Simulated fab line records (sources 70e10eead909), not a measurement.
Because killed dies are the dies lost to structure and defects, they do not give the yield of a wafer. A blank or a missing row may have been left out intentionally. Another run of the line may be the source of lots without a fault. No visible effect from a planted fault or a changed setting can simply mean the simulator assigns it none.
Which tool did it? | flow nand harc | Sampling: 24 lots, 72 wafers, 6 of 1302 route steps

== WHAT EACH GAUGE READ, for each wafer ==
NHARC_A_ONON_D2_THK_MEAS_02: measures by ellipsometry. Usual: thk nm 996 nm, standard deviation 9.5.
lot  | measured     | on            | thk nm (nm)    | flag
L074 | day 12 05:23 | film metro-02 | 1009 1009 1010 |
L075 | day 12 22:19 | film metro-01 | 999 998 998    |
L077 | day 13 05:35 | film metro-02 | 998 995 996    |
L076 | day 13 05:39 | film metro-01 | 997 996 996    |
L078 | day 14 05:30 | film metro-01 | 1002 1004 1005 |
L079 | day 14 08:07 | film metro-01 | 1012 1013 1013 |
L080 | day 15 04:39 | film metro-02 | 984 984 985    |
L082 | day 15 13:40 | film metro-02 | 972 971 972    |
L081 | day 15 13:41 | film metro-01 | 1004 1001 1001 |
L083 | day 16 06:27 | film metro-02 | 1006 1007 1007 |
L084 | day 16 12:13 | film metro-02 | 983 984 982    |
L085 | day 17 08:19 | film metro-01 | 986 989 988    |
L086 | day 17 17:29 | film metro-01 | 1000 1001 1000 |
L087 | day 17 17:31 | film metro-02 | 1001 1000 999  |
L088 | day 18 09:02 | film metro-01 | 1005 1006 1003 |
L089 | day 18 21:56 | film metro-01 | 996 994 993    |
L090 | day 19 04:49 | film metro-02 | 989 990 990    |
L091 | day 19 04:50 | film metro-01 | 1003 1002 1002 |
L092 | day 19 13:04 | film metro-02 | 996 996 996    |
L093 | day 20 08:44 | film metro-02 | 986 984 986    |
L094 | day 20 08:44 | film metro-01 | 983 983 981    |
L095 | day 21 12:59 | film metro-01 | 995 996 997    |
L097 | day 22 03:04 | film metro-01 | 1003 1004 1003 |
L096 | day 22 03:11 | film metro-02 | 1001 1000 1003 |

NHARC_A_ONON_D2_THK_MEAS_08: measures by ellipsometry. Usual: thk nm 997 nm, standard deviation 11.
lot  | measured     | on            | thk nm (nm)    | flag
L074 | day 12 06:31 | film metro-01 | 1000 998 1001  |
L075 | day 12 23:26 | film metro-02 | 1003 1001 1004 |
L077 | day 13 06:44 | film metro-01 | 990 991 992    |
L076 | day 13 06:46 | film metro-02 | 981 981 983    |
L078 | day 14 06:38 | film metro-01 | 1000 1002 999  |
L079 | day 14 09:14 | film metro-02 | 982 979 981    |
L080 | day 15 05:47 | film metro-02 | 1009 1010 1009 |
L082 | day 15 14:49 | film metro-01 | 1001 1000 1002 |
L081 | day 15 14:48 | film metro-01 | 991 991 991    |
L083 | day 16 07:35 | film metro-02 | 1009 1012 1012 |
L084 | day 16 13:21 | film metro-01 | 983 988 986    |
L085 | day 17 09:26 | film metro-01 | 1012 1011 1012 |
L086 | day 17 18:37 | film metro-02 | 986 987 986    |
L087 | day 17 18:39 | film metro-01 | 989 991 991    |
L088 | day 18 10:09 | film metro-01 | 977 977 976    |
L089 | day 18 23:04 | film metro-01 | 998 1000 1000  |
L090 | day 19 05:57 | film metro-02 | 1003 1003 1002 |
L091 | day 19 05:58 | film metro-01 | 1018 1016 1018 |
L092 | day 19 14:12 | film metro-01 | 1003 1003 1003 |
L093 | day 20 09:54 | film metro-02 | 1008 1010 1009 |
L094 | day 20 09:53 | film metro-01 | 1007 1006 1008 |
L095 | day 21 14:07 | film metro-02 | 981 980 981    |
L097 | day 22 04:13 | film metro-02 | 985 986 985    |
L096 | day 22 04:19 | film metro-01 | 1002 1001 1002 |

NHARC_A_CHANNEL_HOLE_D2_CD_MEAS_10: the cd target is 100 nm. Usual: cd nm 100.0 nm, standard deviation 0.61.
lot  | measured     | on        | cd nm (nm)        | flag
L074 | day 13 02:19 | cd sem-02 | 100.0 99.4 100.2  |
L075 | day 13 13:53 | cd sem-01 | 99.8 99.8 100.5   |
L077 | day 14 03:20 | cd sem-02 | 100.3 100.5 101.1 |
L076 | day 14 02:13 | cd sem-01 | 100.1 99.0 99.6   |
L078 | day 14 21:48 | cd sem-03 | 99.9 99.5 100.4   |
L079 | day 14 21:30 | cd sem-01 | 100.9 99.2 99.8   |
L080 | day 15 20:28 | cd sem-02 | 98.3 99.4 99.4    |
L082 | day 16 07:04 | cd sem-03 | 99.7 100.8 99.7   |
L081 | day 16 07:22 | cd sem-03 | 100.0 100.2 99.3  |
L083 | day 17 00:01 | cd sem-02 | 100.4 100.4 100.7 |
L084 | day 17 04:46 | cd sem-03 | 99.6 99.5 99.6    |
L085 | day 18 01:36 | cd sem-01 | 100.7 99.1 99.4   |
L086 | day 18 11:56 | cd sem-02 | 99.9 99.5 101.0   |
L087 | day 18 12:27 | cd sem-03 | 99.5 99.6 100.0   |
L088 | day 19 00:06 | cd sem-01 | 100.1 100.0 99.9  |
L089 | day 19 18:59 | cd sem-01 | 99.3 100.3 99.5   |
L090 | day 20 00:10 | cd sem-01 | 100.7 99.6 99.1   |
L091 | day 19 22:50 | cd sem-03 | 99.4 99.7 99.7    |
L092 | day 20 11:57 | cd sem-01 | 99.5 99.7 100.8   |
L093 | day 21 00:13 | cd sem-03 | 99.7 99.1 100.2   |
L094 | day 21 01:29 | cd sem-03 | 100.4 101.5 100.0 |
L095 | day 22 06:21 | cd sem-01 | 99.5 99.6 99.3    |
L097 | day 22 22:09 | cd sem-02 | 100.5 100.7 99.7  |
L096 | day 22 20:50 | cd sem-02 | 100.1 100.6 100.2 |

NHARC_A_CHANNEL_HOLE_D2_INSPECT_40. Usual: raw defect count 287, standard deviation 84.
lot  | measured     | on                | raw defect count | flag
L074 | day 13 11:44 | defect inspect-02 | 316 233 273      |
L075 | day 13 20:57 | defect inspect-01 | 275 327 250      |
L077 | day 14 11:42 | defect inspect-01 | 418 272 304      |
L076 | day 14 09:34 | defect inspect-01 | 292 321 193      |
L078 | day 15 06:08 | defect inspect-02 | 370 394 586      |
L079 | day 15 04:33 | defect inspect-01 | 214 281 219      |
L080 | day 16 03:32 | defect inspect-01 | 270 295 266      |
L082 | day 16 14:08 | defect inspect-02 | 206 201 217      |
L081 | day 16 14:53 | defect inspect-02 | 250 248 199      |
L083 | day 17 07:25 | defect inspect-02 | 168 239 178      |
L084 | day 17 19:22 | defect inspect-01 | 264 254 342      |
L085 | day 18 08:40 | defect inspect-02 | 271 225 199      |
L086 | day 18 22:22 | defect inspect-02 | 287 442 379      |
L087 | day 18 23:43 | defect inspect-02 | 242 306 220      |
L088 | day 19 07:13 | defect inspect-01 | 235 340 279      |
L089 | day 20 04:06 | defect inspect-01 | 429 337 326      |
L090 | day 20 08:17 | defect inspect-02 | 244 376 551      |
L091 | day 20 05:56 | defect inspect-02 | 229 272 183      |
L092 | day 20 22:24 | defect inspect-01 | 342 251 233      |
L093 | day 21 07:17 | defect inspect-01 | 343 371 433      |
L094 | day 21 11:16 | defect inspect-01 | 245 233 282      |
L095 | day 22 13:37 | defect inspect-02 | 284 241 225      |
L097 | day 23 08:08 | defect inspect-01 | 189 213 262      |
L096 | day 23 03:56 | defect inspect-02 | 218 165 256      |

== WHICH TOOL RAN EACH LOT (tool, then ch and the chambers of the sampled wafers, then the start) ==
lot  | NHARC_A_CHANNEL_HOLE_D2_ETCH_25  | NHARC_A_CHANNEL_HOLE_D2_ETCH_26
L074 | har etch-02 ch 0,1, day 13 09:05 | har etch-02 ch 0,1, day 13 09:50
L075 | har etch-02 ch 0,1, day 13 18:09 | har etch-02 ch 0,1, day 13 19:01
L077 | har etch-01 ch 0,1, day 14 09:01 | har etch-01 ch 0,1, day 14 09:47
L076 | har etch-02 ch 0,1, day 14 06:46 | har etch-02 ch 0,1, day 14 07:38
L078 | har etch-02 ch 0,1, day 15 03:28 | har etch-02 ch 0,1, day 15 04:14
L079 | har etch-01 ch 0,1, day 15 01:53 | har etch-01 ch 0,1, day 15 02:40
L080 | har etch-02 ch 0,1, day 16 00:44 | har etch-02 ch 0,1, day 16 01:37
L082 | har etch-01 ch 0,1, day 16 11:19 | har etch-01 ch 0,1, day 16 12:12
L081 | har etch-02 ch 0,1, day 16 12:03 | har etch-02 ch 0,1, day 16 12:35
L083 | har etch-01 ch 0,1, day 17 04:29 | har etch-01 ch 0,1, day 17 05:20
L084 | har etch-01 ch 0,1, day 17 16:32 | har etch-01 ch 0,1, day 17 17:26
L085 | har etch-02 ch 0, day 18 05:51   | har etch-02 ch 0, day 18 06:44
L086 | har etch-01 ch 0,1, day 18 19:42 | har etch-01 ch 0,1, day 18 20:28
L087 | har etch-02 ch 0,1, day 18 21:13 | har etch-02 ch 0,1, day 18 21:52
L088 | har etch-01 ch 0,1, day 19 04:50 | har etch-01 ch 0,1, day 19 05:23
L089 | har etch-01 ch 0,1, day 20 01:35 | har etch-01 ch 0,1, day 20 02:14
L090 | har etch-01 ch 0,1, day 20 05:37 | har etch-01 ch 0,1, day 20 06:23
L091 | har etch-02 ch 0,1, day 20 03:07 | har etch-02 ch 0,1, day 20 04:00
L092 | har etch-02 ch 0,1, day 20 19:43 | har etch-02 ch 0,1, day 20 20:23
L093 | har etch-01 ch 0,1, day 21 04:28 | har etch-01 ch 0,1, day 21 05:22
L094 | har etch-02 ch 0,1, day 21 08:28 | har etch-02 ch 0,1, day 21 09:20
L095 | har etch-01 ch 0,1, day 22 11:07 | har etch-01 ch 0,1, day 22 11:45
L097 | har etch-01 ch 0,1, day 23 05:18 | har etch-01 ch 0,1, day 23 06:11
L096 | har etch-01 ch 0, day 23 01:16   | har etch-01 ch 0, day 23 02:02
- NHARC_A_CHANNEL_HOLE_D2_ETCH_25: etches the open film in C4F8/O2/Ar, time 1040.2 s, target depth 1500 nm.
- NHARC_A_CHANNEL_HOLE_D2_ETCH_26: etches the open film in C4F8/O2/Ar, time 224.1 s, target depth 300 nm.

== AS READ BY THE TOOLS THEMSELVES (means over the sampled wafers that have a number; for cases with no such wafer, the mark the record gives instead) ==
NHARC_A_CHANNEL_HOLE_D2_ETCH_25. Usual: drypump motor current A 6.1 A, standard deviation 0.51; showerhead plenum p Torr 3.72 Torr, standard deviation 0.13; throttle valve pct 32.237 %, standard deviation 0.0091.
lot  | tool        | drypump motor current A (A) | showerhead plenum p Torr (Torr) | throttle valve pct (%) | flag
L074 | har etch-02 | 6.4                         | 3.81                            | 32.247                 |
L075 | har etch-02 | 6.5                         | 3.69                            | 32.236                 |
L077 | har etch-01 | 5.6                         | 3.68                            | 32.237                 |
L076 | har etch-02 | 6.4                         | 3.80                            | 32.250                 |
L078 | har etch-02 | 6.4                         | 3.80                            | 32.241                 |
L079 | har etch-01 | 5.9                         | 3.68                            | 32.228                 |
L080 | har etch-02 | 6.4                         | 3.79                            | 32.242                 |
L082 | har etch-01 | 5.9                         | 3.67                            | 32.245                 |
L081 | har etch-02 | 6.4                         | 3.79                            | 32.233                 |
L083 | har etch-01 | 5.7                         | 3.66                            | 32.235                 |
L084 | har etch-01 | 5.7                         | 3.66                            | 32.240                 |
L085 | har etch-02 | 6.7                         | 3.92                            | 32.234                 |
L086 | har etch-01 | 5.9                         | 3.65                            | 32.236                 |
L087 | har etch-02 | 6.4                         | 3.89                            | 32.240                 |
L088 | har etch-01 | 5.6                         | 3.64                            | 32.238                 |
L089 | har etch-01 | 5.9                         | 3.64                            | 32.240                 |
L090 | har etch-01 | 5.9                         | 3.64                            | 32.238                 |
L091 | har etch-02 | 6.6                         | 3.89                            | 32.230                 |
L092 | har etch-02 | 6.4                         | 3.88                            | 32.243                 |
L093 | har etch-01 | 5.9                         | 3.63                            | 32.239                 |
L094 | har etch-02 | 6.5                         | 3.88                            | 32.229                 |
L095 | har etch-01 | 5.6                         | 3.62                            | 32.241                 |
L097 | har etch-01 | 5.6                         | 3.62                            | 32.242                 |
L096 | har etch-01 | 6.2                         | 3.62                            | 32.239                 |

NHARC_A_CHANNEL_HOLE_D2_ETCH_26. Usual: drypump motor current A 6.1 A, standard deviation 0.51; showerhead plenum p Torr 3.77 Torr, standard deviation 0.14; throttle valve pct 24.583 %, standard deviation 0.0093.
lot  | tool        | drypump motor current A (A) | showerhead plenum p Torr (Torr) | throttle valve pct (%) | flag
L074 | har etch-02 | 6.4                         | 3.86                            | 24.583                 |
L075 | har etch-02 | 6.6                         | 3.74                            | 24.590                 |
L077 | har etch-01 | 5.6                         | 3.73                            | 24.588                 |
L076 | har etch-02 | 6.4                         | 3.86                            | 24.585                 |
L078 | har etch-02 | 6.4                         | 3.85                            | 24.591                 |
L079 | har etch-01 | 5.9                         | 3.73                            | 24.587                 |
L080 | har etch-02 | 6.4                         | 3.84                            | 24.572                 |
L082 | har etch-01 | 5.9                         | 3.72                            | 24.587                 |
L081 | har etch-02 | 6.4                         | 3.84                            | 24.579                 |
L083 | har etch-01 | 5.6                         | 3.71                            | 24.578                 |
L084 | har etch-01 | 5.6                         | 3.70                            | 24.576                 |
L085 | har etch-02 | 6.8                         | 3.98                            | 24.577                 |
L086 | har etch-01 | 5.9                         | 3.69                            | 24.586                 |
L087 | har etch-02 | 6.4                         | 3.95                            | 24.588                 |
L088 | har etch-01 | 5.6                         | 3.69                            | 24.572                 |
L089 | har etch-01 | 5.9                         | 3.68                            | 24.582                 |
L090 | har etch-01 | 5.9                         | 3.68                            | 24.577                 |
L091 | har etch-02 | 6.6                         | 3.96                            | 24.580                 |
L092 | har etch-02 | 6.4                         | 3.94                            | 24.584                 |
L093 | har etch-01 | 5.9                         | 3.67                            | 24.579                 |
L094 | har etch-02 | 6.6                         | 3.95                            | 24.593                 |
L095 | har etch-01 | 5.6                         | 3.67                            | 24.585                 |
L097 | har etch-01 | 5.6                         | 3.66                            | 24.583                 |
L096 | har etch-01 | 6.2                         | 3.66                            | 24.579                 |

== THE ANSWER, worked out from the rows above alone ==
Rule: take the mean of a lot's wafers that have a number; if it is more than 3 standard deviations from the usual mean, the lot is off. A lot without any number at a reading at which 4 lots or more have one is off too. The other lots that the step has rows for count as sound. The gauges are gone through in route order, then the tools' own readings, and for those a lot's mean is taken as printed above. The first step at which some lot is off is used, and at that step the reading that is off furthest; a lot without a number counts as furthest.
Across all readings shown, no lot is off: no conclusion can be drawn from this.

== WHAT WAS PUT IN BY THE SIMULATOR ==
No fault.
